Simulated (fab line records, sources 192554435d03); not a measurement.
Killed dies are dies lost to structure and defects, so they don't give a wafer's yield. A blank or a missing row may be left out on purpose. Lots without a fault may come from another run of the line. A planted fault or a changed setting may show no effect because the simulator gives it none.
fab line records | flow n5_finfet | part 1 of 2: steps 1 to 4 of 6
record lots=22 wafers=66 last_day=18
route steps=1938 shown BEOL_M0_SAQP@638
lots that met no fault: from a run of the same line without faults
start_h: hours from the record's first day to the start of the lot's first wafer shown | wait_h: hours since the lot's step before | " the same as in the row above | L1.1+2: a row that stands for several wafers | - no value, or no start given | * or withheld: withheld | < > ~ a bound
route shown NAME@n: a module of which the file shows steps, and the number in the route of the first | usual: mean/standard deviation of fault-free wafers | same: alike in all rows | chamber/n: place in a boat | sites: the reading at each site | _std_site: their standard deviation | _edge_site: outer sites' mean less inner sites' | radius_mm: how far each site lies from the wafer's centre | mask NAME#n: copy n | behind: the tool/chamber that last shaped the wafer | hold: why the lot was held/for how many hours/how that ended | device: the transistor (n, p or np) that didn't switch | end of line: the same wafers' tests at the end of the route | a step without rows: its recipe alone | killed: dies lost to structure and defects at the first sort, not the wafer's yield | map: a wafer's dies, x killed, . not, _ none there
set.NAME: the setting as run; set.NAME@STEP: as run at that earlier step | model.NAME: the simulator's own value behind a step, which no gauge read
steps of the route over a sample of lots; a table a step, a row a wafer
services: from which hour (start_h, from the record's first day; less than 0 if before it) a tool's chamber was out of use, for how many hours, and why
## steps
# step N5_BEOL_M0_SAQP_PECVD_04
# recipe material=a-Si target_thk_a=600 temp_c=350 precursor=SiH4/He pressure_torr=3 rf_w=100 time_s=60.2
# usual heater_power_w=648/76 showerhead_plenum_p_Torr=5.63/0.034 throttle_valve_pct=18.4/1
# columns lot.wafer tool chamber start_h wait_h heater_power_w showerhead_plenum_p_Torr throttle_valve_pct
L075.1 pecvd-03 1 111.17 0.0 629 5.63 19.7
L075.2 " 0 " " 624 5.61 19.5
L075.3 " 2 " " 565 5.59 17.4
L076.1 pecvd-02 0 115.65 0.0 636 5.65 18.5
L076.2 " 1 " " 581 5.66 18.6
L076.5 " 0 " " 642 5.66 18.2
L077.3 pecvd-03 0 123.75 0.0 653 5.61 19.4
L077.4 " 1 " " 590 5.63 19.6
L077.6 " 2 " " 575 5.60 17.5
L078.4 pecvd-03 0 129.52 0.0 580 5.60 19.7
L078.5 " 1 " " 592 5.63 19.7
L078.6 " 2 " " 522 5.60 17.2
L079.2 pecvd-03 2 137.71 0.0 585 5.60 17.1
L079.3 " 1 " " 627 5.63 20.1
L079.6 " 2 " " 598 5.59 17.2
L080.1 pecvd-02 0 143.31 0.0 685 5.66 18.6
L080.3 " 2 " " 783 5.68 17.8
L080.4 " 1 " " 530 5.66 18.4
L081.1 pecvd-02 2 149.08 0.0 752 5.67 18.0
L081.2 " 0 " " 674 5.64 18.5
L081.6 " 0 " " 679 5.67 18.4
L082.2 pecvd-04 1 159.57 0.0 721 5.63 17.4
L082.4 " 0 " " 653 5.69 18.2
L082.5 " 2 " " 745 5.59 17.7
L083.3 pecvd-03 2 163.25 0.0 511 5.61 17.4
L083.4 " 2 " " 512 5.61 17.6
L083.5 " 1 " " 638 5.63 19.6
L084.1 pecvd-02 2 164.59 0.0 706 5.67 17.6
L084.5 " 1 " " 588 5.65 18.3
L084.6 " 0 " " 620 5.67 18.4
L085.2 pecvd-04 1 174.88 0.0 653 5.64 17.5
L085.4 " 2 " " 746 5.58 17.6
L085.5 " 0 " " 676 5.69 18.1
L086.2 pecvd-02 2 180.28 0.0 755 5.66 17.6
L086.3 " 1 " " 520 5.67 18.6
L086.6 " 0 " " 689 5.65 18.4
L087.2 pecvd-04 2 186.88 0.0 708 5.59 17.5
L087.3 " 1 " " 729 5.63 17.3
L087.5 " 2 " " 720 5.59 17.7
L088.1 pecvd-04 2 190.39 0.0 777 5.59 17.7
L088.4 " 1 " " 744 5.62 17.4
L088.5 " 0 " " 647 5.69 18.2
L089.2 pecvd-04 2 198.17 0.0 769 5.58 17.5
L089.3 " 0 " " 683 5.67 18.3
L089.6 " 1 " " 706 5.64 17.5
L091.1 pecvd-03 0 206.10 0.0 601 5.62 19.9
L091.4 " 0 " " 622 5.62 19.8
L091.5 " 1 " " 598 5.63 19.8
L092.1 pecvd-02 1 213.25 0.0 575 5.67 18.5
L092.2 " 0 " " 671 5.68 18.3
L092.3 " 2 " " 785 5.67 18.1
L093.3 pecvd-03 0 218.76 0.1 654 5.60 19.8
L093.5 " 1 " " 569 5.63 19.9
L093.6 " 0 " " 654 5.60 19.7
L094.1 pecvd-04 1 224.76 0.0 650 5.62 17.4
L094.4 " 0 " " 684 5.68 18.5
L094.5 " 2 " " 733 5.59 17.8
L095.2 pecvd-04 1 236.01 0.0 680 5.63 17.5
L095.4 " 1 " " 672 5.63 17.5
L095.6 " 2 " " 809 5.58 17.4
L096.1 pecvd-03 1 241.88 0.0 555 5.64 19.9
L096.2 " 0 " " 612 5.62 20.0
L096.4 " 1 " " 579 5.64 19.6
L097.2 pecvd-03 2 249.73 0.0 560 5.57 15.7
L097.4 " 2 " " 576 5.59 15.6
L097.5 " 0 " " 645 5.61 20.2
# step N5_BEOL_M0_SAQP_HM_DEP_111
# recipe material=SiO2 target_thk_a=120 temp_c=400 precursor=SiH4/N2O pressure_torr=0.75 rf_w=275 time_s=7.2
# usual heater_power_w=830/110 showerhead_plenum_p_Torr=8.06/0.1
# columns lot.wafer tool chamber start_h wait_h heater_power_w showerhead_plenum_p_Torr
L075.1 pecvd-04 2 111.31 0.0 994 7.89
L075.2 " 0 " " 896 8.22
L075.3 " 1 " " 916 8.06
L076.1 pecvd-03 1 115.79 0.0 773 8.06
L076.2 " 0 " " 825 7.96
L076.5 " 2 " " 723 7.97
L077.3 pecvd-04 0 123.89 0.0 852 8.19
L077.4 " 0 " " 857 8.21
L077.6 " 1 " " 842 8.05
L078.4 pecvd-04 1 129.65 0.1 844 8.04
L078.5 " 2 " " 984 7.91
L078.6 " 1 " " 872 8.05
L079.2 pecvd-04 2 137.85 0.0 976 7.91
L079.3 " 1 " " 889 8.04
L079.6 " 1 " " 895 8.05
L080.1 pecvd-02 1 143.44 0.0 693 8.11
L080.3 " 2 " " 962 8.18
L080.4 " 0 " " 816 8.12
L081.1 pecvd-03 2 149.21 0.0 647 7.94
L081.2 " 0 " " 689 7.97
L081.6 " 2 " " 628 7.96
L082.2 pecvd-03 0 159.70 0.0 759 7.97
L082.4 " 0 " " 761 7.97
L082.5 " 1 " " 727 8.06
L083.3 pecvd-04 0 163.38 0.0 772 8.20
L083.4 " 0 " " 769 8.23
L083.5 " 2 " " 959 7.89
L084.1 pecvd-03 0 164.72 0.0 821 7.96
L084.5 " 0 " " 822 8.00
L084.6 " 1 " " 734 8.04
L085.2 pecvd-02 2 175.02 0.0 994 8.19
L085.4 " 1 " " 685 8.13
L085.5 " 2 " " 1014 8.18
L086.2 pecvd-04 0 180.41 0.0 811 8.21
L086.3 " 2 " " 983 7.92
L086.6 " 0 " " 789 8.21
L087.2 pecvd-02 1 187.01 0.0 728 8.09
L087.3 " 2 " " 884 8.15
L087.5 " 0 " " 866 8.12
L088.1 pecvd-03 1 190.52 0.0 641 8.04
L088.4 " 0 " " 732 7.97
L088.5 " 1 " " 654 8.06
L089.2 pecvd-04 0 198.30 0.0 841 8.22
L089.3 " 2 " " 880 7.90
L089.6 " 2 " " 867 7.90
L091.1 pecvd-02 1 206.28 0.0 655 8.10
L091.4 " 0 " " 874 8.11
L091.5 " 2 " " 883 8.19
L092.1 pecvd-02 0 213.40 0.0 865 8.13
L092.2 " 1 " " 662 8.12
L092.3 " 2 " " 846 8.15
L093.3 pecvd-04 1 218.89 0.0 919 8.06
L093.5 " 1 " " 911 8.06
L093.6 " 2 " " 978 7.92
L094.1 pecvd-02 2 224.89 0.0 989 8.20
L094.4 " 0 " " 737 8.13
L094.5 " 1 " " 716 8.12
L095.2 pecvd-04 1 236.15 0.0 913 8.07
L095.4 " 0 " " 829 8.18
L095.6 " 2 " " 994 7.91
L096.1 pecvd-02 0 242.01 0.0 798 8.12
L096.2 " 1 " " 700 8.10
L096.4 " 2 " " 988 8.18
L097.2 pecvd-03 1 249.87 0.0 790 8.04
L097.4 " 0 " " 679 7.95
L097.5 " 2 " " 677 7.92
# step N5_BEOL_M0_SAQP_DESCUM_19
# recipe chemistry=O2 time_s=7.9 source_power_w=50 bias_power_w=20 pressure_mtorr=20 rf_frequency_hz=2.712e+07 temp_c=40 resist=CAR-ArF o2_flow_sccm=225
# usual drypump_motor_current_A=5.9/0.31 oes_product_au=0.78/0.087 rf_vpp_V=243.6/1.1 showerhead_plenum_p_Torr=2.12/0.044 throttle_valve_pct=20.44/0.21
# columns lot.wafer tool chamber start_h wait_h drypump_motor_current_A oes_product_au rf_hours_counter_h rf_vpp_V showerhead_plenum_p_Torr throttle_valve_pct
L075.1 rie_diel-05 2 111.84 0.0 5.5 0.85 44 243.5 2.13 20.35
L075.2 " 1 " " 5.9 0.92 20 241.4 2.13 20.00
L075.3 " 0 " " 6.1 0.92 23 242.1 2.14 20.54
L076.1 rie_diel-02 0 116.32 0.0 5.4 0.83 57 243.4 2.12 20.28
L076.2 " 3 " " 5.7 0.76 126 243.6 2.10 20.16
L076.5 " 0 " " 5.4 0.83 - 242.6 2.12 20.28
L077.3 rie_diel-05 2 125.30 0.0 5.5 0.83 48 243.3 2.13 20.35
L077.4 " 0 " " 6.1 0.90 27 242.9 2.14 20.55
L077.6 " 1 " " 5.9 0.90 - 242.9 2.13 20.01
L078.4 rie_diel-05 2 130.21 0.0 5.5 0.84 49 242.6 2.13 20.35
L078.5 " 0 " " 6.1 0.90 - 242.7 2.14 20.55
L078.6 " 3 " " 6.0 0.72 - 244.7 2.17 20.42
L079.2 rie_diel-02 3 138.65 0.3 5.6 0.75 134 244.5 2.10 20.16
L079.3 " 1 " " 6.4 0.76 158 243.7 2.08 20.61
L079.6 " 3 " " 5.6 0.75 - 242.1 2.10 20.17
L080.1 rie_diel-05 0 143.98 0.0 6.1 0.89 32 243.7 2.14 20.58
L080.3 " 1 " " 5.9 0.90 29 244.1 2.13 20.02
L080.4 " 3 " " 6.0 0.70 211 242.8 2.17 20.41
L081.1 rie_diel-05 0 149.75 0.0 6.1 0.89 34 243.1 2.14 20.58
L081.2 " 3 " " 6.0 0.71 212 245.0 2.17 20.43
L081.6 " 3 " " 6.0 0.70 - 244.6 2.16 20.45
L082.2 rie_diel-01 2 160.27 0.1 5.5 0.69 204 244.5 2.16 20.74
L082.4 " 1 " " 5.9 0.68 224 240.9 2.06 20.37
L082.5 " 2 " " 5.5 0.69 - 244.9 2.16 20.74
L083.3 rie_diel-01 0 163.91 0.0 6.3 0.66 244 243.3 2.15 20.33
L083.4 " 1 " " 5.9 0.68 225 243.1 2.06 20.36
L083.5 " 2 " " 5.5 0.69 - 243.6 2.16 20.75
L084.1 rie_diel-01 2 165.25 0.0 5.5 0.68 206 244.1 2.16 20.75
L084.5 " 2 " " 5.5 0.69 - 245.9 2.16 20.74
L084.6 " 3 " " 5.8 0.80 - 242.2 2.02 20.67
L085.2 rie_diel-05 2 175.55 0.0 5.5 0.83 62 243.6 2.13 20.38
L085.4 " 3 " " 6.0 0.71 220 244.3 2.16 20.45
L085.5 " 2 " " 5.5 0.83 - 244.3 2.13 20.39
L086.2 rie_diel-01 0 180.95 0.0 6.4 0.67 249 245.4 2.15 20.33
L086.3 " 2 " " 5.5 0.68 211 243.8 2.16 20.75
L086.6 " 1 " " 5.9 0.69 - 241.8 2.06 20.38
L087.2 rie_diel-02 1 187.56 0.0 6.4 0.74 176 243.9 2.08 20.64
L087.3 " 0 " " 5.4 0.81 82 244.5 2.11 20.32
L087.5 " 0 " " 5.4 0.81 - 243.4 2.11 20.33
L088.1 rie_diel-05 2 191.32 0.3 5.5 0.81 65 244.8 2.13 20.37
L088.4 " 3 " " 6.0 0.69 223 244.2 2.16 20.44
L088.5 " 0 " " 6.1 0.86 - 243.5 2.13 20.59
L089.2 rie_diel-02 2 198.84 0.0 6.3 0.95 13 243.2 2.14 20.44
L089.3 " 0 " " 5.5 0.81 85 243.0 2.11 20.33
L089.6 " 1 " " 6.4 0.74 - 243.4 2.08 20.66
L091.1 rie_diel-01 3 207.00 0.2 5.8 0.79 122 241.7 2.01 20.66
L091.4 " 2 " " 5.5 0.67 - 244.6 2.16 20.75
L091.5 " 3 " " 5.8 0.78 - 242.3 2.01 20.67
L092.1 rie_diel-05 3 213.81 0.0 6.0 0.69 230 244.1 2.16 20.44
L092.2 " 2 " " 5.5 0.81 72 244.4 2.12 20.38
L092.3 " 0 " " 6.1 0.85 52 243.0 2.13 20.60
L093.3 rie_diel-02 0 219.72 0.3 5.5 0.79 93 242.7 2.10 20.34
L093.5 " 3 " " 5.7 0.73 - 243.7 2.09 20.18
L093.6 " 2 " " 6.3 0.94 - 245.7 2.13 20.45
L094.1 rie_diel-05 2 225.30 0.0 5.5 0.80 76 244.0 2.12 20.39
L094.4 " 1 " " 5.8 0.87 49 243.4 2.12 20.05
L094.5 " 1 " " 5.9 0.86 - 243.7 2.12 20.05
L095.2 rie_diel-05 2 236.68 0.0 5.5 0.79 79 243.9 2.12 20.41
L095.4 " 0 " " 6.1 0.85 59 244.8 2.13 20.60
L095.6 " 1 " " 5.9 0.86 - 244.8 2.12 20.04
L096.1 rie_diel-02 0 242.42 0.0 5.4 0.78 99 241.3 2.10 20.35
L096.2 " 2 " " 6.3 0.92 26 243.0 2.13 20.47
L096.4 " 1 " " 6.4 0.73 193 242.8 2.07 20.68
L097.2 rie_diel-01 0 250.27 0.0 6.4 0.95 12 245.8 2.14 20.00
L097.4 " 0 " " 6.4 0.94 - 242.6 2.14 19.99
L097.5 " 2 " " 5.5 0.67 - 246.7 2.15 20.79
# step N5_BEOL_M0_SAQP_HM_OPEN_112
# recipe chemistry=CHF3/O2 target=SiO2 stop_on=a-Si target_depth_a=120 over_etch_frac=1.25 mask_material=SOC time_s=13.5 pressure_mtorr=30 source_w=650 bias_w=170 Ar_flow_sccm=200 CHF3_flow_sccm=50 O2_flow_sccm=5 ion_energy_ev=200 ends=end_point
# usual CHF3_flow_sccm=49.99/0.17 drypump_motor_current_A=5.9/0.31 oes_ar_750_au=0.78/0.083 oes_product_au=0.51/0.054 rf_vpp_V=525/4.6 showerhead_plenum_p_Torr=2.43/0.045 throttle_valve_pct=18.84/0.2
# columns lot.wafer tool chamber start_h wait_h CHF3_flow_sccm drypump_motor_current_A oes_ar_750_au oes_product_au rf_hours_counter_h rf_vpp_V showerhead_plenum_p_Torr throttle_valve_pct
L075.1 rie_diel-05 2 112.03 0.0 50.14 5.5 0.85 0.55 44 531 2.45 18.68
L075.2 " 1 " " 50.08 5.9 0.92 0.60 20 524 2.46 18.44
L075.3 " 0 " " 50.15 6.1 0.90 0.60 24 521 2.46 18.90
L076.1 rie_diel-02 0 116.51 0.0 49.92 5.4 0.83 0.53 57 520 2.45 18.74
L076.2 " 3 " " 50.04 5.7 0.76 0.50 126 526 2.42 18.58
L076.5 " 0 " " 49.98 5.5 0.83 0.54 - 520 2.45 18.77
L077.3 rie_diel-05 2 125.49 0.0 49.97 5.5 0.83 0.56 48 530 2.44 18.68
L077.4 " 0 " " 50.13 6.1 0.91 0.59 27 521 2.46 18.88
L077.6 " 1 " " 50.14 5.8 0.91 0.60 - 524 2.46 18.45
L078.4 rie_diel-05 2 130.40 0.0 50.09 5.5 0.83 0.56 49 532 2.44 18.68
L078.5 " 0 " " 50.24 6.1 0.91 0.59 - 519 2.46 18.91
L078.6 " 3 " " 49.97 6.0 0.72 0.47 - 526 2.49 18.84
L079.2 rie_diel-02 3 138.84 0.0 49.84 5.6 0.76 0.49 134 526 2.42 18.59
L079.3 " 1 " " 49.85 6.3 0.73 0.48 159 526 2.41 19.06
L079.6 " 3 " " 49.95 5.6 0.76 0.49 - 525 2.42 18.60
L080.1 rie_diel-05 0 144.17 0.0 49.78 6.1 0.90 0.58 32 520 2.46 18.91
L080.3 " 1 " " 49.91 5.9 0.90 0.59 29 522 2.46 18.45
L080.4 " 3 " " 50.09 6.0 0.72 0.47 211 528 2.49 18.82
L081.1 rie_diel-05 0 149.94 0.0 50.20 6.1 0.89 0.58 34 521 2.45 18.92
L081.2 " 3 " " 50.18 6.0 0.71 0.46 213 528 2.49 18.84
L081.6 " 3 " " 49.86 6.0 0.71 0.47 - 526 2.49 18.84
L082.2 rie_diel-01 2 160.46 0.0 50.02 5.5 0.69 0.45 205 534 2.48 19.08
L082.4 " 1 " " 49.69 5.9 0.69 0.45 224 518 2.38 18.86
L082.5 " 2 " " 49.90 5.5 0.69 0.46 - 534 2.48 19.06
L083.3 rie_diel-01 0 164.11 0.0 49.80 6.3 0.68 0.44 244 530 2.47 18.73
L083.4 " 1 " " 50.12 5.9 0.69 0.46 225 520 2.38 18.87
L083.5 " 2 " " 50.04 5.5 0.69 0.45 - 534 2.48 19.06
L084.1 rie_diel-01 2 165.45 0.0 50.49 5.5 0.70 0.46 206 533 2.48 19.08
L084.5 " 2 " " 50.24 5.5 0.70 0.46 - 535 2.48 19.09
L084.6 " 3 " " 50.13 5.8 0.80 0.53 - 527 2.33 19.07
L085.2 rie_diel-05 2 175.74 0.0 49.84 5.5 0.82 0.53 62 531 2.44 18.68
L085.4 " 3 " " 50.32 6.0 0.71 0.46 220 525 2.48 18.84
L085.5 " 2 " " 49.79 5.5 0.82 0.54 - 530 2.44 18.70
L086.2 rie_diel-01 0 181.14 0.0 50.04 6.3 0.68 0.45 249 530 2.47 18.75
L086.3 " 2 " " 49.97 5.5 0.69 0.46 211 534 2.47 19.09
L086.6 " 1 " " 49.78 5.9 0.69 0.47 - 519 2.38 18.87
L087.2 rie_diel-02 1 187.75 0.0 49.98 6.4 0.73 0.47 176 524 2.40 19.09
L087.3 " 0 " " 50.35 5.4 0.80 0.52 82 519 2.44 18.79
L087.5 " 0 " " 50.22 5.4 0.80 0.52 - 518 2.44 18.81
L088.1 rie_diel-05 2 191.51 0.0 50.11 5.5 0.81 0.54 65 530 2.44 18.72
L088.4 " 3 " " 50.26 6.0 0.71 0.47 224 527 2.48 18.84
L088.5 " 0 " " 50.18 6.1 0.88 0.58 - 521 2.45 18.93
L089.2 rie_diel-02 2 199.03 0.0 49.93 6.3 0.94 0.60 13 524 2.46 18.87
L089.3 " 0 " " 50.08 5.4 0.79 0.53 86 520 2.44 18.80
L089.6 " 1 " " 49.89 6.4 0.72 0.48 - 524 2.40 19.11
L091.1 rie_diel-01 3 207.19 0.0 49.97 5.8 0.78 0.51 122 525 2.32 19.06
L091.4 " 2 " " 49.96 5.5 0.69 0.45 - 534 2.47 19.11
L091.5 " 3 " " 49.95 5.8 0.79 0.52 - 525 2.32 19.08
L092.1 rie_diel-05 3 214.00 0.0 50.16 6.0 0.70 0.46 231 527 2.48 18.86
L092.2 " 2 " " 49.79 5.5 0.80 0.52 73 530 2.43 18.73
L092.3 " 0 " " 49.90 6.1 0.87 0.55 52 521 2.45 18.94
L093.3 rie_diel-02 0 219.92 0.0 50.22 5.4 0.79 0.52 93 518 2.43 18.80
L093.5 " 3 " " 49.65 5.6 0.74 0.48 - 525 2.41 18.64
L093.6 " 2 " " 49.82 6.3 0.92 0.60 - 525 2.46 18.87
L094.1 rie_diel-05 2 225.49 0.0 50.22 5.5 0.80 0.53 76 530 2.43 18.74
L094.4 " 1 " " 49.88 5.9 0.87 0.57 49 522 2.45 18.50
L094.5 " 1 " " 49.79 5.8 0.87 0.57 - 521 2.45 18.49
L095.2 rie_diel-05 2 236.87 0.0 50.11 5.5 0.79 0.53 80 532 2.43 18.74
L095.4 " 0 " " 49.90 6.1 0.85 0.56 59 521 2.45 18.96
L095.6 " 1 " " 49.91 5.9 0.87 0.57 - 523 2.45 18.50
L096.1 rie_diel-02 0 242.61 0.0 49.99 5.4 0.78 0.51 99 518 2.43 18.82
L096.2 " 2 " " 49.58 6.3 0.91 0.58 26 524 2.46 18.89
L096.4 " 1 " " 50.15 6.4 0.72 0.47 193 524 2.39 19.12
L097.2 rie_diel-01 0 250.47 0.0 49.94 6.3 0.93 0.60 12 527 2.46 18.35
L097.4 " 0 " " 49.91 6.3 0.94 0.62 - 529 2.46 18.36
L097.5 " 2 " " 49.71 5.5 0.67 0.44 - 533 2.46 19.15
